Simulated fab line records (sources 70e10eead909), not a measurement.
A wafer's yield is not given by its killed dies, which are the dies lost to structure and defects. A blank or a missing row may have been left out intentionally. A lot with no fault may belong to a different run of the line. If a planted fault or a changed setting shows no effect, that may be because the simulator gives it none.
Struck lot and sound lot, side by side || flow nand_harc || 38 out of 1159 route steps
Sound: the wafers L806.1, L806.2, L806.6. Struck: wafers L816.1, L816.3, L816.6. The cause is given at the end.
At each step with rows: each side's tool, then ch and its chambers, then its first start. Under that, the readings that differ: sound wafers || struck wafers || difference of the means || sigmas: that difference in standard deviations of wafers without a fault.
alike: readings with means less than 2 such deviations apart, plus words and numbers identical on both sides. not compared: withheld readings, readings lacking a value on some wafer, bounds such as >300 that could conceal the same value, and numbers that have no deviation in the record and whose values overlap.
Wherever a step has rows on one side only, a row that says differs or no value, or a row with sigmas, the two part there. Numbers that have no deviation but don't overlap get no sigmas and don't part them. A reading that every wafer of one side lacks parts them only if that side has two wafers or more.

first, 11 steps without rows for these wafers: NHARC_A_STAIRCASE_ETCH_27 (etches the open film in C4F8/O2, target depth 100 nm, time 40.5 s); NHARC_A_STAIRCASE_STRIP_175 (strips in O2); NHARC_A_STAIRCASE_STRIP_148 (strips in SPM, time 900 s); NHARC_A_STAIRCASE_PRECLEAN_149 (cleans in SC1); NHARC_A_STAIRCASE_SRD_150; NHARC_A_STAIRCASE_DEHYDRATE_176 (time 120 s); NHARC_A_STAIRCASE_HMDS_177 (time 30 s); NHARC_A_STAIRCASE_COAT_178; NHARC_A_STAIRCASE_SOFTBAKE_179 (time 170 s); NHARC_A_STAIRCASE_EBR_180; NHARC_A_STAIRCASE_EXPOSE_181 (exposes mask STAIR 2).
NHARC_A_STAIRCASE_PEB_182: peb time 130 s.
  sound on litho_track-03 ch 0, day 12 00:58; struck on litho_track-02, day 14 19:27
  no value came back on the struck wafers for chill_plate_temp_C (C), exhaust_pa (Pa), heater_power_total_W (W); on the sound wafers chill_plate_temp_C (C) reads 22.96 23.09 22.91
then, 3 steps without rows for these wafers: NHARC_A_STAIRCASE_DEVELOP_183 (time 140 s); NHARC_A_STAIRCASE_HARDBAKE_185 (time 140 s); NHARC_A_STAIRCASE_DESCUM_186 (chemistry O2, time 3 s).
NHARC_A_STAIRCASE_TRIM_187: chemistry O2, time 211.2 s.
  sound on rie_diel-10 ch 0,2, day 12 01:25; struck on rie_diel-10 ch 0,2,3, day 14 20:08
  alike: chamber_pressure_mTorr, drypump_motor_current_A, oes_product_au, rf_vpp_V, showerhead_plenum_p_Torr, throttle_valve_pct
  not compared: rf_hours_counter_h
then, 3 steps without rows for these wafers: NHARC_A_STAIRCASE_ETCH_188 (etches the open film in C4F8/O2, target depth 100 nm, time 40.5 s); NHARC_A_STAIRCASE_TRIM_189 (chemistry O2, time 211.2 s); NHARC_A_STAIRCASE_ETCH_190 (etches the open film in C4F8/O2, target depth 100 nm, time 40.5 s).
NHARC_A_STAIRCASE_TRIM_191: chemistry O2, time 211.2 s.
  sound on rie_diel-10 ch 0,2,3; struck on rie_diel-10 ch 1,2
  alike: chamber_pressure_mTorr, drypump_motor_current_A, oes_product_au, rf_vpp_V, showerhead_plenum_p_Torr, throttle_valve_pct
  not compared: rf_hours_counter_h
then, 1 step without rows for these wafers: NHARC_A_STAIRCASE_ETCH_192 (etches the open film in C4F8/O2, target depth 100 nm, time 40.5 s).
NHARC_A_STAIRCASE_TRIM_193: chemistry O2, time 211.2 s.
  sound on rie_diel-10 ch 0,1,3; struck on rie_diel-10 ch 1,2
  alike: chamber_pressure_mTorr, drypump_motor_current_A, oes_product_au, rf_vpp_V, showerhead_plenum_p_Torr, throttle_valve_pct
  not compared: rf_hours_counter_h
then, 1 step without rows for these wafers: NHARC_A_STAIRCASE_ETCH_194 (etches the open film in C4F8/O2, target depth 100 nm, time 40.5 s).
NHARC_A_STAIRCASE_TRIM_196: chemistry O2, time 211.2 s.
  sound on rie_diel-12 ch 0,1, day 12 04:55; struck on rie_diel-10 ch 0,1,2, day 14 22:09
{"reading": "rf_vpp_V (V)", "sound": "59.6 57.6 58.8", "struck": "56.4 57.1 56.0", "difference": -2.2, "sigmas": -2}
{"reading": "showerhead_plenum_p_Torr (Torr)", "sound": "3.70 3.80 3.79", "struck": "3.34 3.32 3.43", "difference": -0.40, "sigmas": -2}
  alike: chamber_pressure_mTorr, drypump_motor_current_A, oes_product_au, throttle_valve_pct
  not compared: rf_hours_counter_h
then, 1 step without rows for these wafers: NHARC_A_STAIRCASE_ETCH_197 (etches the open film in C4F8/O2, target depth 100 nm, time 40.5 s).
NHARC_A_STAIRCASE_TRIM_198: chemistry O2, time 211.2 s.
  sound on rie_diel-12 ch 0,2,3; struck on rie_diel-10 ch 1,3
  alike: chamber_pressure_mTorr, drypump_motor_current_A, oes_product_au, rf_vpp_V, showerhead_plenum_p_Torr, throttle_valve_pct
  not compared: rf_hours_counter_h
then, 12 steps without rows for these wafers: NHARC_A_STAIRCASE_ETCH_199 (etches the open film in C4F8/O2, target depth 100 nm, time 40.5 s); NHARC_A_STAIRCASE_TRIM_200 (chemistry O2, time 211.2 s); NHARC_A_STAIRCASE_ETCH_201 (etches the open film in C4F8/O2, target depth 100 nm, time 40.5 s); NHARC_A_STAIRCASE_TRIM_202 (chemistry O2, time 211.2 s); NHARC_A_STAIRCASE_ETCH_203 (etches the open film in C4F8/O2, target depth 100 nm, time 40.5 s); NHARC_A_STAIRCASE_STRIP_205 (strips in O2); NHARC_A_STAIRCASE_STRIP_206 (strips in SPM, time 900 s); NHARC_A_STAIRCASE_PRECLEAN_207 (cleans in SC1); NHARC_A_STAIRCASE_SRD_208; NHARC_A_STAIRCASE_DEHYDRATE_209 (time 120 s); NHARC_A_STAIRCASE_HMDS_210 (time 30 s); NHARC_A_STAIRCASE_COAT_211.

## WHERE THEY PART
First at NHARC_A_STAIRCASE_PEB_182; last, within this record, at NHARC_A_STAIRCASE_TRIM_196. Later steps at which nothing parts them and some readings are alike: NHARC_A_STAIRCASE_TRIM_198.

WHY: what had been put in by the simulator
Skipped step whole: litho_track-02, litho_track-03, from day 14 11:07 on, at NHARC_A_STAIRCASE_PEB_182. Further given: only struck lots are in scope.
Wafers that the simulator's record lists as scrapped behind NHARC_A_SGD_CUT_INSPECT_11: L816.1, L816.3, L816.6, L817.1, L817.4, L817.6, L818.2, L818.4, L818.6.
